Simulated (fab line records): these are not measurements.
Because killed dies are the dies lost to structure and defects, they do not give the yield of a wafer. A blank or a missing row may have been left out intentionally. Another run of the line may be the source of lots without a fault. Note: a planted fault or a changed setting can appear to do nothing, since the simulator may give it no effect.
fab line records -- flow n5Finfet
record: lots: 4, wafers: 12, lastDay: 17
route steps=1938 shown BEOL_M8@1377 BEOL_M9@1401 PASSIVATION@1936
lots that met no fault: from a run of the same line without faults
startH: start of the lot's first displayed wafer, in hours after the record's first day -- waitH: hours from the lot's prior step to this one -- " identical to the entry in the row above -- L1.1+2: a single row standing in for several wafers -- - no value, or no start given -- * or withheld: withheld -- < > ~ a bound
route shown NAME@n: names a module that has steps shown in the file, with the first one's number in the route -- usual: mean and standard deviation over wafers with no fault -- same: alike in all rows -- chamber/n: place in a boat -- sites: per-site readings -- _std_site: the values' standard deviation -- _edge_site: inner sites' mean taken away from outer sites' mean -- radiusMm: how far each site lies from the wafer's centre -- mask NAME#n: copy n -- behind: tool/chamber where the wafer was last shaped -- hold: cause of the lot's hold/its duration in hours/its outcome -- device: whichever transistor did not switch (one of n, p or np) -- end of line: at the end of the route, the tests of the same wafers -- where a step has no rows: the recipe by itself -- killed: not the wafer's yield, but the dies lost to structure and defects at the first sort -- map: the dies of a wafer, with x for killed, . for not killed, _ for no die there
set.NAME: the setting the step ran with; set.NAME@STEP: the setting that earlier step ran with -- model.NAME: the simulator's own value behind a step, which no gauge read
lots at selected steps of the route; one table per step, one row per wafer
services: from which hour (startH, from the record's first day; less than 0 if before it) a tool's chamber was out of use, for how many hours, and why
== steps ==
step: N5_BEOL_M8_TRENCH_ETCH_37
recipe: chemistry: C4F6/O2, targetDepthA: 934.78, target: SiCOH_lowk, timeS: 31.2, ionEnergyEv: 250, pressureMtorr: 30, sourceW: 345, biasW: 185, Ar_flow_sccm: 300, C4F6_flow_sccm: 10, O2_flow_sccm: 10
step: N5_BEOL_M8_ETCH_41
recipe: chemistry: CH3F/O2, target: SiCN, targetDepthA: 319, taperDeg: 2, timeS: 57.8, ionEnergyEv: 120, maskMaterial: TiN, pressureMtorr: 30, sourceW: 395, biasW: 75, Ar_flow_sccm: 150, CH3F_flow_sccm: 30, O2_flow_sccm: 20
step: N5_BEOL_M8_STRIP_80
recipe: chemistry: N2/H2, timeS: 10, powerW: 450, tempC: 40, pressureMtorr: 20, rfFrequencyHz: 6e+07, biasPowerW: 7, n2FlowSccm: 200, h2FlowSccm: 200
step: N5_BEOL_M8_HM_STRIP_39
recipe: chemistry: peroxideTinStrip, material: TiN, targetDepthA: 250, tempC: 50, timeS: 158
step: N5_BEOL_M8_SRD_40
recipe: timeS: 30, tempC: 23, rinseLiquid: diw, dry: ipaMarangoni
step: N5_BEOL_M8_PRECLEAN_42
recipe: chemistry: residueRemover, timeS: 60, tempC: 40
step: N5_BEOL_M8_SRD_43
recipe: timeS: 30, tempC: 23, rinseLiquid: diw, dry: ipaMarangoni
step: N5_BEOL_M8_CURE_75
recipe: tempC: 370, timeS: 120, ambient: DMADMS/He, material: SiCOH_lowk
step: N5_BEOL_M8_DEGAS_44
recipe: ambient: vacuum, tempC: 250, timeS: 60
step: N5_BEOL_M8_PRE_CLEAN_45
recipe: gas: H2/He, timeS: 30, tempC: 250
step: N5_BEOL_M8_ALD_77
recipe: material: TaN, targetThkA: 20, tempC: 275, aldPrecursorFamily: PDMAT, aldCoReactant: NH3, pressureTorr: 3, carrierFlowSccm: 1500, pulseTimeS: 2, purgeTimeS: 3, coReactantPurgeTimeS: 2, coReactantPulseTimeS: 3, aldCycles: 40, precursorVesselTempC: 75, precursorVesselPressureTorr: 26.25, precursorVesselCarrierSccm: 1000
usual: heaterPowerW: 441/41
lot.wafer,tool,chamber,startH,waitH,heaterPowerW
L762.2,aldMetal-03,0,235.93,0.1,392
L762.3,aldMetal-03,1,235.93,0.1,542
L762.5,aldMetal-03,3,235.93,0.1,430
L764.2,aldMetal-03,3,254.61,0.1,429
L764.3,aldMetal-03,1,254.61,0.1,541
L764.4,aldMetal-03,2,254.61,0.1,420
L767.1,aldMetal-03,2,256.84,0.1,415
L767.3,aldMetal-03,3,256.84,0.1,435
L767.6,aldMetal-03,3,256.84,0.1,428
L777.2,aldMetal-02,1,331.73,0.0,378
L777.3,aldMetal-02,0,331.73,0.0,419
L777.5,aldMetal-02,3,331.73,0.0,401
step: N5_BEOL_M8_SURFACE_TREAT_79
recipe: gas: Ar, timeS: *, ionEnergyEv: *, ionCurrentMaCm2: 0.5, pressureMtorr: *, arFlowSccm: 30
step: N5_BEOL_M8_CVD_78
recipe: material: Co, targetThkA: 20, tempC: withheld, precursor: CCTBA/H2, pressureTorr: 30, timeS: 142.3
step: N5_BEOL_M8_SPUTTER_48
recipe: material: Cu, targetThkA: 100, tempC: -20, biasV: 60, powerW: 26000, chamberPressurePa: 0.13, timeS: 1.667
step: N5_BEOL_M8_ECD_50
recipe: material: Cu, targetThkA: 3000
step: N5_BEOL_M8_ANNEAL_51
recipe: tempC: 225, timeS: 90, ambient: N2
step: N5_BEOL_M8_CMP_52
recipe: stopOn: SiCOH_lowk, tOverpolishS: 6.9, downForcePsi: 1, platenRpm: 50, clearingPlatenDownForcePsi: 1.5, clearingPlatenRpm: 50, postCmpClean: cuAlkaline, targetThkNm: 80, clearingPlatenPadVelocityMS: 0.99484, padVelocityMS: 0.99484
step: N5_BEOL_M8_PRE_CLEAN_55
recipe: gas: NH3, timeS: 15, tempC: withheld, rfPowerW: 300
step: N5_BEOL_M8_DEP_56
recipe: material: SiCN, targetThkA: 100, tempC: withheld, precursor: 3MS/NH3, pressureTorr: 3, rfW: 202, timeS: 17.5
step: N5_BEOL_M9_ILD_DEP_00
recipe: material: SiCOH_lowk, targetThkA: 3085.1, tempC: 300, precursor: DEMS/porogen, pressureTorr: 5, rfW: 500, timeS: 58
step: N5_BEOL_M9_CURE_71
recipe: tempC: 385, timeS: 240, ambient: He/Ar, material: SiCOH_lowk
step: N5_BEOL_M9_PECVD_70
recipe: material: SiO2, targetThkA: 200, tempC: 400, precursor: TEOS/O2, pressureTorr: 5.5, rfW: 450, teosFlowSccm: 53.8, gas: O2, flowSccm: 3000, timeS: 22.7
step: N5_BEOL_M9_HM_DEP_02
recipe: material: TiN, targetThkA: 200, tempC: 25, chamberPressurePa: 0.49996
step: N5_BEOL_M9_COAT_59
recipe: resist: SOC, tempC: 250, timeS: 60, spinRpm: 1500, resistThkNm: 100
step: N5_BEOL_M9_COAT_60
recipe: resist: SiARC, tempC: 220, timeS: 60, spinRpm: 1500, resistThkNm: 30
step: N5_BEOL_M9_COAT_05
recipe: resist: CAR-ArF, spinRpm: 1500, resistThkNm: 90
step: N5_BEOL_M9_EBR_07
recipe: solvent: PGMEA, ebrWidthMm: 1.5
step: N5_BEOL_M9_SOFTBAKE_06
recipe: tempC: 110, timeS: 60, resist: CAR-ArF
step: N5_BEOL_M9_EXPOSE_08
recipe: maskId: M9, na: 1.35, sourceShape: dipole, sigmaInner: 0.411, sigmaOuter: 0.611, polarization: te, doseMj: 53.75
step: N5_BEOL_M9_PEB_09
recipe: pebTempC: withheld, pebTimeS: 60, resist: CAR-ArF
step: N5_BEOL_M9_DEVELOP_10
recipe: developTimeS: 30, developer: TMAH, resist: CAR-ArF, rinseLiquid: diw, dry: airSpin, devTempC: 23
step: N5_BEOL_M9_DESCUM_16
recipe: chemistry: O2, timeS: 7.9, sourcePowerW: 50, biasPowerW: 20, pressureMtorr: 20, rfFrequencyHz: 2.712e+07, tempC: 40, resist: CAR-ArF, o2FlowSccm: 225
step: N5_BEOL_M9_ETCH_61
recipe: chemistry: CF4, target: SiARC, targetDepthA: 390, maskMaterial: CAR-ArF, timeS: 65, ionEnergyEv: 80, pressureMtorr: 40, sourceW: 545, biasW: 36, Ar_flow_sccm: 100, cf4FlowSccm: 100, ends: cleared
step: N5_PASSIVATION_PROBE_49
usual: defectLimitedYield: 91.4/1.4, killed_at_M0_to_M3: 32/10, killed_at_M4_up: 13/5.6, killedAtContacts: 13/6.6, killedAtFrontEnd: 39/13, killedAtOther: 3.4/2.8, killedDies: 101/17, killedOpen: 66/13, killedShort: 33/7, sort_bin_5_function: 5.0/0.93, sort_bin_6_memory: 3.2/0.65, sortNPass: 1078/17, sortYieldPct: 91.4/1.4
same: grossDies: 1180, killedAtBackSide: 0, sort_bin_4_leakage[%]: 0, sort_bin_8_speed[%]: 0
lot.wafer,tool,chamber,startH,waitH,defectLimitedYield[%],killed_at_M0_to_M3,killed_at_M4_up,killedAtContacts,killedAtFrontEnd,killedAtOther,killedDies,killedOpen,killedShort,sort_bin_5_function[%],sort_bin_6_memory[%],sortNPass,sortYieldPct[%]
L762.2,prober-02,-,306.69,0.1,89.7,37,14,15,49,6,121,82,35,5.8,4.2,1059,89.7
L762.3,prober-02,-,306.74,0.1,89.6,33,14,7,67,2,123,82,41,6.7,3.5,1057,89.6
L762.5,prober-02,-,306.84,0.2,90.7,38,7,12,52,1,110,74,34,6.0,2.9,1070,90.7
L764.2,prober-02,-,325.04,0.1,94.7,14,3,16,28,1,62,40,18,2.8,2.1,1118,94.7
L764.3,prober-02,-,325.09,0.1,91.2,19,8,14,63,0,104,59,27,4.7,2.5,1076,91.2
L764.4,prober-02,-,325.14,0.2,82.5,29,116,14,47,1,207,78,26,11.6,4.0,973,82.5
L767.1,prober-02,-,328.83,0.0,81.7,29,124,14,49,0,216,56,42,10.6,4.9,964,81.7
killed by level:class
L762.2 STI_FIN_REVEAL:geometricParticle:open=11 MOL_CONTACT_COAG:geometricParticle:open=11 BEOL_M1:geometricParticle:open=10 BEOL_M2:geometricParticle:open=8 BEOL_M0_SAQP:geometricParticle:short=7 BEOL_M0_SAQP:geometricParticle:open=6 BEOL_M4:geometricParticle:open=5 DUMMY_GATE:geometricParticle:short=4
L762.3 STI_FIN_REVEAL:geometricParticle:open=19 FIN_SAQP:geometricParticle:open=11 BEOL_M0_SAQP:geometricParticle:short=11 GATE_CUT:geometricParticle:short=9 GATE_CUT:geometricParticle:open=9 FIN_SAQP:geometricParticle:short=6 BEOL_M0_SAQP:geometricParticle:open=6 BEOL_M3:geometricParticle:open=6
L762.5 FIN_SAQP:geometricParticle:open=21 BEOL_M0_SAQP:geometricParticle:open=10 MOL_CONTACT_COAG:geometricParticle:open=10 BEOL_M0_SAQP:geometricParticle:short=8 FIN_SAQP:geometricParticle:short=7 GATE_CUT:geometricParticle:short=6 BEOL_M0:geometricParticle:open=6 BEOL_M3:geometricParticle:open=6
L764.2 MOL_CONTACT_COAG:geometricParticle:open=12 STI_FIN_REVEAL:geometricParticle:open=7 FIN_SAQP:geometricParticle:open=4 MOL_CONTACT_COAG:geometricParticle:short=4 BEOL_M0_SAQP:geometricParticle:open=4 FIN_SAQP:geometricParticle:short=3 BEOL_M0:geometricParticle:open=3 BEOL_M3:geometricParticle:open=3
L764.3 HKMG_FIN:areaEtch=15 STI_FIN_REVEAL:geometricParticle:open=13 MOL_CONTACT_COAG:geometricParticle:open=13 FIN_SAQP:geometricParticle:open=6 FIN_SAQP:geometricParticle:short=6 GATE_CUT:geometricParticle:short=6 STI_FIN_REVEAL:geometricParticle:short=5 BEOL_M1:geometricParticle:open=5
L764.4 BEOL_M8:unspecified=102 STI_FIN_REVEAL:geometricParticle:open=15 MOL_CONTACT_COAG:geometricParticle:open=12 BEOL_M0_SAQP:geometricParticle:open=7 BEOL_M3:geometricParticle:open=6 DUMMY_GATE:geometricParticle:open=5 BEOL_M2:geometricParticle:open=5 BEOL_M8:geometricParticle:open=5
L767.1 BEOL_M8:unspecified=112 BEOL_M0_SAQP:geometricParticle:short=12 STI_FIN_REVEAL:geometricParticle:open=11 MOL_CONTACT_COAG:geometricParticle:open=10 BEOL_M0_SAQP:geometricParticle:open=10 FIN_SAQP:geometricParticle:open=6 FIN_SAQP:geometricParticle:short=6 HKMG_FIN:areaEtch=6
map L764.4 (x killed, . not)
_________________............________________
______________.................._____________
___________x.........x.........x...__________
__________.......................x.._________
________..............x.........x....._______
_______...x...........x.x..............______
______.......................x.........._____
_____...............x.........x..........____
____...................x.......x.x...x....___
___..............x............x...xx.......__
___............x...........x.......xx......__
__....xx...x......x........................._
__....x.xx.x........x....x.x......x........._
_.xxxxx.xx.x...........x.....................
_x.xxxxxxxx.......x..x......x...........x..x.
_xxxxxxxxxxx..............x.....x............
_.xxxxxxxxxxx..xx............................
_xxxxxxxxxxxxxx...........x.x..........x..x..
_.xxxxxxxxxxx..x...x.....................xx..
_xxxxxxxxxx..xx...........x.....x............
_xxxxxxxxxxxxx...x...........x...............
__xxxxxxxx.x........x.........x.......x...x._
__....x.x.x...x......x....x.....x..x.x....x._
___.x...x....x.......x.....x.....x...x.....__
___..................x............x......xx__
____.....x............x...................___
_____x....................x...x....xx..x.____
______....x..........x...xx..x.x......x._____
_______..x.............................______
________...x.x.x.....x...........x...._______
__________............x............._________
___________....x.........x.........__________
______________......x.....x....._____________
_________________............________________
map L767.1 (x killed, . not)
_________________.........x..________________
______________.x..............x._____________
___________.........x.....x.......x__________
__________.......x..x.....x........._________
________..................x..........._______
_______...x.xx.......xx..x.........x...______
______x.............xx................x._____
_____...x..x.....x..x....................____
____......................................___
___...x.....xx.................x..x.x....x.__
___.....x........x...............x.........__
__...x......x........x......................_
__xxx.x...x......x..x..........x.x.........._
_.xxxxxxxxxxx.x..........................xx..
_xxxxxxxxxx...x............x.................
_.xxxxxxxxxxx.x..............x...........x...
_xxxxxxxxxxxxxx....................x.........
_.xxxxxxxxxx.x......x..............xx........
_xxxxxxxxxxxxx.xx.....xx.x.......x..........x
_..xxxxxxxx.xx..x.................x...x......
_xxxxxxxxxxx..x..x.....x.........x..........x
__.xx.xxxxxxx..................x............_
__...xxxxx..............x...x..............._
___x.x..x..x.xxx...........................__
___.x......x..........x.....x........x..x..__
____...x....x.........x...................___
_____.x.....................x....x....x..____
______..x.......x.........x...x........._____
_______...........................x....______
________..............xx..x..x........_______
__________.........................._________
___________..x.x..................x__________
______________....x............._____________
_________________.........x..________________
== services ==
tool,chamber,startH,hours,kind
aldMetal-03,2,235.62,5.8,repair
aldMetal-03,1,241.96,5.4,repair
aldMetal-03,-,285.70,8.7,pm
aldMetal-02,-,306.27,0.4,repair
aldMetal-03,3,314.87,15.0,repair
== key ==
firstSign: step: N5_PASSIVATION_PROBE_49, reading: killed_at_M4_up, direction: up, sigmas: 19, usual: 13, struck: 120
effect: step: N5_PASSIVATION_PROBE_49, reading: defectLimitedYield, direction: down, sigmas: 6.6, usual: 91.4, struck: 82.1
moreKillsBornAt: N5_BEOL_M8_ALD_77@aldMetal-03: 214
metAt N5_BEOL_M8_ALD_77
struckWafers L764.4,L767.1
baselineLoss: step: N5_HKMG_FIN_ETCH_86, wafers: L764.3
fault: kind: chamberParticleSource, tool: aldMetal-03, chamber: 2, onsetH: 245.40, steps: N5_BEOL_M8_ALD_77, ratePerVisitCm2: 0.68135, endH: 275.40
baselineLoss: these wafers lose ten dies or more at that step, a loss of the line's own and not of a fault; the sort's usual values leave them out
